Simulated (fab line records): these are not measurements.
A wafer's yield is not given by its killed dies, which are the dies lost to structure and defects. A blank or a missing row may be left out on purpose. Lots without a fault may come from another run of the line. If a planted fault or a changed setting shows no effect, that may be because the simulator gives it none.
fab line records | flow nand_harc
record lots=6 | wafers=14 | last_day=25
route steps=1159 shown P_CONTACT@235 P_M0@253 END@1159
lots with no fault: from the same line, run without faults
start_h: hours from the record's opening day to when the first of the lot's shown wafers began | wait_h: hours elapsed since this lot's preceding step | " unchanged from the row above | L1.1+2: one row covering several wafers at once | - value missing, or start not given | * or withheld: withheld | < > ~ a bound
route shown NAME@n: names a module that has steps shown in the file, with the first one's number in the route | usual: mean and standard deviation over wafers with no fault | same: alike in all rows | chamber/n: place in a boat | sites: each site's reading | _std_site: standard deviation across them | _edge_site: inner sites' mean taken away from outer sites' mean | radius_mm: for every site, how far away it sits from the centre of the wafer | mask NAME#n: copy n | behind: tool/chamber where the wafer was last shaped | hold: the reason the lot was held/the length of the hold in hours/how it ended | device: transistor that didn't switch, given as n, p or np | end of line: tests run on the same wafers once the route is complete | a step given without rows: its recipe and nothing more | killed: not the wafer's yield, but the dies lost to structure and defects at the first sort | map: shows each die of a wafer: x if killed, . if not, _ if none is there
set.NAME: the run value of the setting; set.NAME@STEP: its run value at that earlier step | model.NAME: the simulator's own value behind a step, which no gauge read
lots at selected steps of the route; one table per step, one row per wafer
services: from which hour (start_h, from the record's first day; less than 0 if before it) a tool's chamber was out of use, for how many hours, and why
## steps
# step NHARC_P_CONTACT_DESCUM_17
# recipe time_s=3 | o2_flow_sccm=200 | ar_flow_sccm=0 | bias_power_w=0 | chemistry=O2
# usual drypump_motor_current_A=5.9/0.72 | oes_product_au=1.000/0.0081 | rf_vpp_V=57.8/0.89 | showerhead_plenum_p_Torr=1.92/0.079 | throttle_valve_pct=11.312/0.0098
lot.wafer | tool        | chamber | start_h | wait_h | drypump_motor_current_A | oes_product_au | rf_hours_counter_h | rf_vpp_V | showerhead_plenum_p_Torr | throttle_valve_pct
L367.2    | rie_diel-11 | 1       | 165.17  | 0.1    | 5.8                     | 0.981          | 50                 | 57.9     | 1.95                     | 11.321
L372.3    | rie_diel-06 | 1       | 192.81  | 0.1    | 6.3                     | 0.998          | 11                 | 57.9     | 1.82                     | 11.302
L372.1    | "           | 2       | "       | "      | 5.5                     | 1.001          | 12                 | 58.8     | 2.01                     | 11.324
L372.2    | "           | 3       | "       | "      | 6.4                     | 0.999          | 10                 | 58.6     | 1.98                     | 11.308
L369.5    | rie_diel-06 | 3       | 193.95  | 0.1    | 6.4                     | 0.986          | -                  | 57.2     | 1.98                     | 11.320
L370.3    | rie_diel-05 | 1       | 195.57  | 0.1    | 6.4                     | 1.006          | 2                  | 56.5     | 1.99                     | 11.312
L370.2    | "           | 0       | "       | "      | 4.7                     | 0.995          | 1                  | 57.7     | 1.82                     | 11.296
L370.6    | "           | 2       | "       | "      | 4.7                     | 1.000          | -                  | 56.1     | 1.82                     | 11.313
L379.4    | rie_diel-05 | 2       | 230.18  | 0.1    | 4.7                     | 1.010          | 5                  | 56.8     | 1.82                     | 11.300
L379.1    | "           | 0       | "       | "      | 4.7                     | 1.000          | 5                  | 58.1     | 1.82                     | 11.325
L379.2    | "           | 1       | "       | "      | 6.4                     | 1.001          | 6                  | 58.4     | 1.99                     | 11.311
L381.3    | rie_diel-06 | 2       | 253.67  | 0.1    | 5.5                     | 0.988          | 0                  | 58.1     | 2.00                     | 11.329
L381.5    | "           | 1       | "       | "      | 6.3                     | 0.999          | -                  | 56.9     | 1.82                     | 11.327
L381.6    | "           | 2       | "       | "      | 5.5                     | 0.987          | -                  | 57.6     | 2.00                     | 11.320
# step NHARC_P_CONTACT_ETCH_35
# recipe target_depth_a=390 | over_etch_frac=0.3 | time_s=65 | ion_energy_ev=80 | cf4_flow_sccm=150 | ar_flow_sccm=0 | rf_w=300 | bias_w=100 | chemistry=CF4
# step NHARC_P_CONTACT_ETCH_36
# recipe target_depth_a=2600 | over_etch_frac=0.25 | time_s=406.25 | ion_energy_ev=200 | n2_flow_sccm=150 | h2_flow_sccm=150 | ar_flow_sccm=0 | rf_w=400 | bias_w=150 | chemistry=N2/H2
# step NHARC_P_CONTACT_ETCH_18
# recipe target_depth_a=4810 | time_s=240.5 | c4f8_flow_sccm=20 | o2_flow_sccm=10 | ar_flow_sccm=withheld | rf_w=600 | bias_w=1500 | chemistry=C4F8/O2/Ar
# step NHARC_P_CONTACT_STRIP_37
# recipe c4f8_flow_sccm=withheld | o2_flow_sccm=8 | ar_flow_sccm=withheld | bias_w=0 | chemistry=C4F8/O2/Ar
# step NHARC_P_CONTACT_ETCH_31
# recipe target_depth_a=300 | time_s=85.7 | ion_energy_ev=120 | over_etch_frac=1 | ch3f_flow_sccm=50 | o2_flow_sccm=30 | ar_flow_sccm=200 | rf_w=500 | bias_w=100 | chemistry=CH3F/O2
# step NHARC_P_CONTACT_CD_MEAS_19
# usual cd_nm=90.1/1.5
lot.wafer | tool      | chamber | start_h | wait_h | cd_nm
L367.2    | cd_sem-03 | -       | 166.18  | -      | 88.7
L372.1    | cd_sem-03 | -       | 193.68  | -      | 87.6
L372.2    | "         | -       | "       | "      | 91.2
L372.3    | "         | -       | "       | "      | 90.6
L369.5    | cd_sem-01 | -       | 194.79  | -      | 91.3
L370.2    | cd_sem-01 | -       | 196.70  | -      | 89.4
L370.3    | "         | -       | "       | "      | 88.3
L370.6    | "         | -       | "       | "      | 91.4
L379.1    | cd_sem-03 | -       | 231.41  | -      | 89.9
L379.2    | "         | -       | "       | "      | 90.7
L379.4    | "         | -       | "       | "      | 90.3
L381.3    | cd_sem-01 | -       | 254.54  | -      | 93.3
L381.5    | "         | -       | "       | "      | 92.6
L381.6    | "         | -       | "       | "      | 87.1
# step NHARC_P_CONTACT_STRIP_28
# recipe o2_flow_sccm=500 | ar_flow_sccm=0 | bias_w=0 | chemistry=O2
# usual drypump_motor_current_A=5.9/0.58 | oes_product_au=0.999/0.0088 | rf_vpp_V=57.8/0.81 | showerhead_plenum_p_Torr=3.57/0.12 | throttle_valve_pct=17.037/0.0097
lot.wafer | tool        | chamber | start_h | wait_h | drypump_motor_current_A | oes_product_au | rf_hours_counter_h | rf_vpp_V | showerhead_plenum_p_Torr | throttle_valve_pct
L367.2    | rie_diel-06 | 2       | 166.25  | 0.1    | 5.5                     | 1.002          | 11                 | 57.8     | 3.69                     | 17.049
L372.3    | rie_diel-05 | 0       | 193.77  | 0.1    | 4.8                     | 1.001          | 1                  | 57.1     | 3.36                     | 17.044
L372.1    | "           | 1       | "       | "      | 6.4                     | 1.013          | 2                  | 57.8     | 3.67                     | 17.031
L372.2    | "           | 2       | "       | "      | 4.7                     | 1.001          | 2                  | 56.6     | 3.36                     | 17.040
L369.5    | rie_diel-05 | 3       | 194.93  | 0.1    | 6.4                     | 0.994          | -                  | 57.1     | 3.54                     | 17.046
L370.2    | rie_diel-06 | 2       | 196.79  | 0.1    | 5.5                     | 0.989          | 13                 | 58.7     | 3.69                     | 17.049
L370.3    | "           | 0       | "       | "      | 6.6                     | 0.989          | 11                 | 59.0     | 3.66                     | 17.030
L370.6    | "           | 1       | "       | "      | 6.4                     | 0.992          | -                  | 57.3     | 3.37                     | 17.036
L379.1    | rie_diel-11 | 2       | 231.48  | 0.1    | 5.4                     | 1.003          | 11                 | 58.5     | 3.69                     | 17.026
L379.2    | "           | 3       | "       | "      | 5.5                     | 0.988          | 11                 | 57.8     | 3.59                     | 17.035
L379.4    | "           | 1       | "       | "      | 5.8                     | 0.986          | -                  | 57.8     | 3.58                     | 17.033
L381.3    | rie_diel-11 | 3       | 254.61  | 0.1    | 5.5                     | 0.987          | 21                 | 57.7     | 3.59                     | 17.032
L381.5    | "           | 3       | "       | "      | 5.5                     | 0.993          | -                  | 57.1     | 3.59                     | 17.025
L381.6    | "           | 0       | "       | "      | 6.1                     | 0.993          | -                  | 58.2     | 3.57                     | 17.042
# step NHARC_P_CONTACT_STRIP_29
# recipe time_s=1200 | temp_c=72.5 | chemistry=post_etch_residue_remover
# step NHARC_P_CONTACT_DEGAS_38
# recipe temp_c=300 | time_s=60
# step NHARC_P_CONTACT_PRE_CLEAN_39
# recipe time_s=19.5 | bias_v=250 | gas=Ar
# step NHARC_P_CONTACT_PVD_32
# recipe target_thk_a=50 | chamber_pressure_pa=5 | power_w=5000 | substrate_temp_c=200 | time_s=17.7 | material=Ti
# usual substrate_temp_c=200.00/0.17 | throttle_valve_pct=30.0/0.83
lot.wafer | tool           | chamber | start_h | wait_h | substrate_temp_c | throttle_valve_pct
L367.2    | pvd_sputter-02 | -       | -       | -      | 199.91           | 29.6
L372.2    | pvd_sputter-02 | -       | -       | -      | 199.74           | 29.4
L372.1    | "              | -       | "       | "      | 200.26           | 30.1
L372.3    | "              | -       | "       | "      | 199.96           | 29.4
L369.5    | pvd_sputter-01 | -       | -       | -      | 199.88           | 30.8
L370.2    | pvd_sputter-01 | -       | -       | -      | 199.76           | 28.7
L370.3    | "              | -       | "       | "      | 200.11           | 29.8
L370.6    | "              | -       | "       | "      | 200.09           | 31.4
L379.2    | pvd_sputter-02 | -       | -       | -      | 200.28           | 29.4
L379.1    | "              | -       | "       | "      | 200.20           | 29.3
L379.4    | "              | -       | "       | "      | 200.16           | 30.3
L381.3    | pvd_sputter-02 | -       | -       | -      | 200.09           | 30.5
L381.6    | "              | -       | "       | "      | 199.96           | 29.7
L381.5    | "              | -       | "       | "      | 200.19           | 30.6
# step NHARC_P_CONTACT_ALD_22
# recipe target_thk_a=30 | pulse_time_s=1 | ald_cycles=150 | temp_c=450 | material=TiN
# usual heater_power_w=1113/89 | precursor_pulse_height_rel=1.001/0.018
lot.wafer | tool         | chamber | start_h | wait_h | heater_power_w | precursor_pulse_height_rel
L367.2    | ald_metal-03 | 0       | 167.16  | -      | 1152           | 1.029
L372.1    | ald_metal-04 | 1       | 194.69  | -      | 1181           | 1.030
L372.3    | "            | 2       | "       | "      | 999            | 0.984
L372.2    | "            | 3       | "       | "      | 1163           | 0.990
L369.5    | ald_metal-03 | 0       | 195.85  | -      | 1196           | 1.002
L370.2    | ald_metal-02 | 2       | 197.69  | -      | 994            | 1.008
L370.3    | "            | 3       | "       | "      | 1088           | 1.009
L370.6    | "            | 3       | "       | "      | 1128           | 1.014
L379.1    | ald_metal-02 | 1       | 232.40  | -      | 1019           | 1.007
L379.2    | "            | 2       | "       | "      | 959            | 1.005
L379.4    | "            | 3       | "       | "      | 1099           | 1.008
L381.3    | ald_metal-02 | 1       | 255.53  | -      | 1051           | 0.991
L381.6    | "            | 0       | "       | "      | 1107           | 1.009
L381.5    | "            | 1       | "       | "      | 1009           | 1.008
# step NHARC_P_CONTACT_CVD_23
# recipe target_thk_a=2000 | temp_c=300 | pressure_torr=40 | wf6_flow_sccm=40 | h2_flow_sccm=1600 | ar_flow_sccm=1560 | time_s=557 | material=W
# usual chamber_pressure_Torr=40.00/0.089 | heater_power_w=441/25 | throttle_valve_pct=7.9/0.37
lot.wafer | tool     | chamber | start_h | wait_h | chamber_pressure_Torr | heater_power_w | throttle_valve_pct
L367.2    | cvd_w-01 | 0       | -       | -      | 40.01                 | 462            | 7.6
L372.2    | cvd_w-01 | 0       | -       | -      | 40.08                 | 448            | 7.7
L372.1    | "        | 1       | "       | "      | 39.90                 | 417            | 8.2
L372.3    | "        | 0       | "       | "      | 39.99                 | 457            | 7.8
L369.5    | cvd_w-01 | 1       | -       | -      | 39.99                 | 426            | 8.2
L370.2    | cvd_w-01 | 0       | -       | -      | 39.99                 | 462            | 8.1
L370.3    | "        | 0       | "       | "      | 39.88                 | 457            | 7.9
L370.6    | "        | 1       | "       | "      | 40.16                 | 410            | 8.4
L379.1    | cvd_w-02 | 0       | -       | -      | 40.03                 | 422            | 7.6
L379.2    | "        | 1       | "       | "      | 39.88                 | 454            | 7.2
L379.4    | "        | 1       | "       | "      | 40.01                 | 448            | 7.5
L381.3    | cvd_w-02 | 0       | -       | -      | 40.01                 | 424            | 7.9
L381.5    | "        | 0       | "       | "      | 40.03                 | 427            | 8.1
L381.6    | "        | 1       | "       | "      | 39.89                 | 451            | 7.0
# step NHARC_P_CONTACT_CMP_24
# recipe t_overpolish_s=30 | target_thk_nm=200
# usual edge_zone_pressure_frac=1.001/0.0048 | motor_current_A=11.9/1.1 | overpolish_run_s=29.999/0.0084 | time_to_endpoint_s=39.3/2.7
lot.wafer | tool   | chamber | start_h | wait_h | edge_zone_pressure_frac | motor_current_A | overpolish_run_s | time_to_endpoint_s
L367.2    | cmp-02 | 2       | 168.04  | 0.6    | 1.004                   | 12.0            | 30.006           | 42.5
L372.1    | cmp-04 | 3       | 195.52  | 0.5    | 1.000                   | 11.5            | 29.997           | 35.8
L372.3    | "      | 0       | "       | "      | 1.001                   | 11.5            | 30.006           | 38.2
L372.2    | "      | 1       | "       | "      | 0.996                   | 11.4            | 30.005           | 40.9
L369.5    | cmp-01 | 2       | 196.73  | 0.2    | 0.994                   | 10.9            | 30.005           | 42.6
L370.3    | cmp-02 | 0       | 206.65  | 0.4    | 0.992                   | 10.0            | 30.000           | 34.8
L370.2    | "      | 1       | "       | "      | 0.997                   | 13.0            | 29.990           | 38.5
L370.6    | "      | 3       | "       | "      | 1.007                   | 13.0            | 29.992           | 38.0
L379.2    | cmp-02 | 1       | 233.27  | 0.5    | 0.998                   | 12.8            | 30.014           | 42.3
L379.4    | "      | 2       | "       | "      | 1.000                   | 11.9            | 29.999           | 40.1
L379.1    | "      | 3       | "       | "      | 0.998                   | 12.7            | 29.985           | 42.4
L381.3    | cmp-01 | 1       | 261.35  | 0.4    | 1.006                   | 14.6            | 29.977           | 38.5
L381.6    | "      | 3       | "       | "      | 0.995                   | 12.7            | 30.005           | 37.1
L381.5    | "      | 0       | "       | "      | 0.989                   | 12.0            | 30.017           | 38.7
# step NHARC_P_CONTACT_SRD_26
# step NHARC_P_M0_DEP_00
# recipe target_thk_a=1500 | target_thk_nm=150 | temp_c=withheld | pressure_torr=5 | flow_sccm=200 | rf_w=600 | material=SiOC
# step NHARC_END_SORT_01
# recipe temp_c=25
# usual killed_at_array=28/11 | killed_at_other=0.5/0.85 | killed_at_periphery=2.7/1.9 | killed_dies=32/12 | killed_open=3.3/1.6 | killed_short=2.1/1.5
# same gross_dies=677
lot.wafer | tool      | chamber | start_h | wait_h | killed_at_array | killed_at_other | killed_at_periphery | killed_dies | killed_open | killed_short
L367.2    | prober-02 | 0       | 494.06  | 2.8    | 21              | 1               | 82                  | 104         | 3           | 4
L369.5    | prober-02 | 0       | 541.34  | 3.7    | 30              | 2               | 76                  | 108         | 1           | 2
# killed by level:class
L367.2 P_CONTACT:unspecified=78 A_CONTACT:chamber_film_flake=4 P_GATE:chamber_film_flake=3 A_CHANNEL_HOLE_D1:chamber_film_flake=3 A_STAIRCASE:chamber_film_flake=3 A_SOURCE_PLATE:geometric_particle:short=2 A_WL_FILL:geometric_particle:short=2 A_WL_FILL:geometric_particle:open=2
L369.5 P_CONTACT:unspecified=74 A_SLIT:chamber_film_flake=19 A_CHANNEL_HOLE_D1:chamber_film_flake=4 A_CHANNEL_FILL_D1:chamber_film_flake=2 THIN_TSV:chamber_film_flake=2 A_CHANNEL_FILL_D1:geometric_particle:open=1 A_STAIRCASE:geometric_particle:short=1 A_WL_FILL:geometric_particle:short=1
# map L367.2 (x killed, . not)
____________x____________
_________xxxxxx._________
_______..xxxxxxxxx_______
______..xxxxxxxxx..______
_____...xxxxxxxx...._____
____....xxxxxxxx.....____
____...xxxxxxxxx.....____
___....xxxxxxxxxx.....___
___......xxxxxxx......___
__.x.....xxxxxx........__
__........x.xx.........__
_.............x........._
_...........x.....xx...._
_.........x.........x..._
_.x....................._
_..x...................x_
........................x
.xx......................
.x.x.......x.............
.........................
.............x...........
_......................._
_......................._
_......................._
_.........x.......x....._
_...................x..x_
__.................x...__
__...........x..x......__
___...................___
___...................___
____........x........____
____.................____
_____.......x......._____
______......x......______
_______........x.._______
_________......._________
____________.____________
# map L369.5 (x killed, . not)
____________x____________
_________xxxxxxx_________
_______..xxxxxxxx._______
______..xxxxxxxx.x.______
_____...xxxxxxxx...._____
____....xxxxxxxxx....____
____....xxxxxxxxx....____
___....x.xxxxxx.x.....___
___......xxxxxxx......___
__........xxxxx........__
__..........xxx........__
_..........x........x..._
_..........x............_
_x.................x...._
_......................._
_......................._
......................x..
.........................
..........x..............
.......x.................
.......xxxx.x.......x....
_.....x.xx.x............_
_........xxx..........x._
_.....x.xxxx............_
_.........x...........x._
_....x...x.............._
__.....................__
__.....................__
___....x..x...........___
___x..................___
____.................____
____.................____
_____..............._____
______.............______
_______..........._______
_________......._________
____________.____________
## services
tool           | chamber | start_h | hours | kind
rie_diel-05    | 2       | 150.66  | 6.9   | repair
rie_diel-11    | -       | 153.86  | 0.4   | repair
cmp-02         | -       | 157.97  | 1.9   | repair
pvd_sputter-01 | -       | 158.00  | 10.0  | pm
rie_diel-05    | -       | 163.61  | 9.0   | pm
ald_metal-02   | 1       | 178.40  | 30.5  | repair
cmp-01         | -       | 179.66  | 4.0   | pm
ald_metal-02   | 0       | 182.67  | 14.0  | repair
ald_metal-02   | -       | 186.00  | 10.0  | pm
rie_diel-11    | 2       | 188.43  | 10.9  | repair
rie_diel-11    | -       | 191.53  | 9.0   | pm
cvd_w-02       | -       | 197.93  | 13.0  | pm
rie_diel-06    | 2       | 201.29  | 9.5   | repair
ald_metal-02   | -       | 203.36  | 0.8   | repair
pvd_sputter-02 | -       | 204.09  | 1.2   | repair
pvd_sputter-02 | -       | 211.80  | 0.9   | repair
cmp-01         | -       | 213.80  | 3.7   | repair
pvd_sputter-02 | -       | 214.02  | 10.0  | pm
ald_metal-02   | 2       | 217.82  | 8.0   | repair
rie_diel-11    | 0       | 223.77  | 14.4  | repair
cmp-02         | -       | 225.52  | 0.5   | repair
cmp-02         | -       | 228.11  | 4.0   | pm
rie_diel-06    | -       | 241.34  | 9.0   | pm
rie_diel-06    | 1       | 258.58  | 5.5   | repair
## key
first_sign step=NHARC_END_SORT_01 | reading=killed_at_periphery | direction=up | sigmas=41 | usual=2.7 | struck=79
effect step=NHARC_END_SORT_01 | reading=killed_dies | direction=up | sigmas=6.3 | usual=32 | struck=106
more_kills_born_at NHARC_P_CONTACT_ALD_22@ald_metal-03=152
met_at NHARC_P_CONTACT_ALD_22
struck_wafers L367.2,L369.5
tester_left_out L367,L369
fault kind=chamber_particle_source | tool=ald_metal-03 | chamber=0 | onset_h=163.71 | steps=NHARC_P_CONTACT_ALD_22 | rate_per_visit_cm2=1.0934 | end_h=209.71
# tester_left_out: of these lots the tester's yield and bins aren't shown, on N5 and GAA mostly nor the transistor test; their killed dies are dies lost to structure and defects alone, not to doping, threshold or leakage, so they don't give the yield
